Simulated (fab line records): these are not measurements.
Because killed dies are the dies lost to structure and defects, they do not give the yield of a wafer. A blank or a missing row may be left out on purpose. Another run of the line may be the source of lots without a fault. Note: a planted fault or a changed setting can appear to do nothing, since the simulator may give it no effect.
Matching of chambers + flow n5 finfet + N5_ILD0_LINER_00 on ald sin-01: 4 sister chambers
The step material SiNx, target thk 4 nm, pulse time 1 s, purge time 2 s. 8 wafers are shown with their chamber, then 10 later ones without.

WAFERS, EACH WITH ITS CHAMBER
| wafer  | chamber | heater power w (W) | precursor pulse height rel |
|--------|---------|--------------------|----------------------------|
| L075.4 | 3       | 791                | 1.022                      |
| L086.1 | 0       | 1018               | 1.009                      |
| L086.4 | 2       | 884                | 1.020                      |
| L088.1 | 1       | 759                | 0.983                      |
| L088.3 | 0       | 1011               | 0.964                      |
| L088.6 | 2       | 862                | 0.971                      |
| L092.2 | 1       | 755                | 0.977                      |
| L092.4 | 3       | 792                | 0.998                      |

WAFERS WITHOUT THEIR CHAMBER
| wafer  | heater power w (W) | precursor pulse height rel |
|--------|--------------------|----------------------------|
| L092.5 | 762                | 1.016                      |
| L094.2 | 780                | 0.967                      |
| L094.4 | 791                | 1.031                      |
| L094.6 | 970                | 0.980                      |
| L096.2 | 797                | 1.030                      |
| L096.4 | 855                | 0.999                      |
| L096.6 | 793                | 1.017                      |
| L097.2 | 978                | 1.000                      |
| L097.3 | 871                | 1.039                      |
| L097.4 | 971                | 0.966                      |

WHICH CHAMBER EACH ONE RAN IN
| wafer  | from the rows above     | in truth |
|--------|-------------------------|----------|
| L092.5 | 1                       | 1        |
| L094.2 | can't be placed: 3 or 1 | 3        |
| L094.4 | 3                       | 3        |
| L094.6 | 0                       | 0        |
| L096.2 | 3                       | 3        |
| L096.4 | 2                       | 2        |
| L096.6 | 3                       | 3        |
| L097.2 | 0                       | 0        |
| L097.3 | 2                       | 2        |
| L097.4 | 0                       | 0        |
Correctly placed: 9 of 10. From these rows, 1 cannot be placed; in 1 the true chamber is one of the candidates. Number placed wrongly: 0.
How it was worked out, from the rows above alone: a wafer's distance from a chamber is the root of the sum, over the readings, of the square of ((its reading less the chamber's mean) divided by the reading's scatter). The wafer belongs to the nearest chamber; if the next one is less than 2 further off, it can't be placed. For every chamber, the mean is computed from those of its wafers that are shown. The scatter is the square root of a quotient: the sum, over the shown wafers, of each reading's squared deviation from its chamber's mean, divided by wafers minus chambers.
